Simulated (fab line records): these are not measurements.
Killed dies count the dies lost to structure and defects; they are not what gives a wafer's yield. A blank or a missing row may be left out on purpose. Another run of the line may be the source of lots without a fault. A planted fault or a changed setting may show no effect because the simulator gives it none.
Comparing a struck lot with a sound one || flow nandHarc || 14 out of 1159 route steps
Sound: these wafers, L884.2, L884.4, L884.6. Struck: wafers L874.3, L874.4, L874.5. The cause is named last.
Order at every step that has rows: each side's tool, ch and its chambers, its first start. Under that, the readings that differ: sound wafers || struck wafers || difference of the means || sigmas: that difference in standard deviations of wafers without a fault.
alike: same words and numbers on both sides, and readings whose means sit less than 2 such deviations apart. not compared: any withheld reading, any reading some wafer has no value for, any bound like >300 that may hide the same value, and any number with overlapping values for which the record gives no deviation.
Wherever a step has rows on one side only, a row that says differs or no value, or a row with sigmas, the two part there. Non-overlapping numbers with no deviation appear without sigmas and do not part them. A reading missing from all wafers of one side parts the sides only when that side holds two or more wafers.

first, 1 step without rows for these wafers: NHARC_A_M0_DEVELOP_08 (develop time 35 s).
NHARC_A_M0_CD_MEAS_09 targets a cd of 80 nm.
  sound on cdSem-02 ch 0, day 21 16:40; struck on cdSem-01 ch 0, day 18 21:11
  alike: cdNm
NHARC_A_M0_OVL_MEAS_10: pitch 160 nm.
  sound on overlay-02 at day 21 16:45; struck on overlay-02 at day 18 21:16
  alike: overlayXNm, overlayYNm
NHARC_A_M0_INSPECT_11:
  sound on defectInspect-01 at day 21 16:47; struck on defectInspect-02 at day 18 21:18
  alike: rawDefectCount
then, 1 step without rows for these wafers: NHARC_A_M0_DESCUM_14 (chemistry O2, time 3 s).
NHARC_A_M0_ETCH_34: etches the open film in N2/H2, target depth 40 nm, overetch 12 nm, time 43.94 s.
  sound on rieDiel-03 ch 0,2,3, day 21 16:57; struck on rieDiel-03 ch 0,1,2, day 18 21:27
  alike: drypumpMotorCurrentA, oesProductAu, rfVppV, showerheadPlenumPTorr, throttleValvePct
  not compared: rfHoursCounterH
then, 1 step without rows for these wafers: NHARC_A_M0_ETCH_15 (etches the open film in C4F8/Ar, target depth 150 nm, overetch 15 nm, time 82.5 s).
NHARC_A_M0_CD_MEAS_16:
  sound on cdSem-02 at day 21 17:09; struck on cdSem-01 at day 18 21:40
  alike: cdNm
NHARC_A_M0_STRIP_18: strips in N2/H2.
  sound on rieDiel-08 ch 1,3, day 21 17:15; struck on rieDiel-01 ch 0,2, day 18 21:44
  alike: drypumpMotorCurrentA, oesProductAu, rfVppV, showerheadPlenumPTorr, throttleValvePct
  not compared: rfHoursCounterH
then, 1 step without rows for these wafers: NHARC_A_M0_STRIP_19 (strips in post etch residue remover, time 600 s).
NHARC_A_M0_DEGAS_28: time 60 s.
  sound on pvdSputter-01 at day 21 17:47; struck on pvdSputter-03 at day 18 22:17
  alike: heaterPowerW
NHARC_A_M0_PRE_CLEAN_29: time 30 s.
  sound on pvdSputter-01; struck on pvdSputter-03
  alike: heaterPowerW
NHARC_A_M0_PVD_20: deposits TaN, target thk 5 nm, time 8.06 s.
  sound on pvdSputter-01 at day 21 17:53; struck on pvdSputter-03 at day 18 22:25
  no value came back on the struck wafers for biasV (V), cathodeDcPowerW (W), chamberPressurePa (Pa), throttleValvePct (%); on the sound wafers biasV (V) reads 167.5 169.0 170.2
NHARC_A_M0_PVD_21: deposits Cu, target thk 30 nm, time 20.49 s.
  sound on pvdSputter-01; struck on pvdSputter-03
  alike: cathodeDcPowerW, chamberPressurePa, throttleValvePct

WHERE THEY PART
Only at NHARC_A_M0_PVD_20, as far as this record shows. Later steps at which nothing parts them and some readings are alike: NHARC_A_M0_PVD_21.

WHY: what had been put in by the simulator
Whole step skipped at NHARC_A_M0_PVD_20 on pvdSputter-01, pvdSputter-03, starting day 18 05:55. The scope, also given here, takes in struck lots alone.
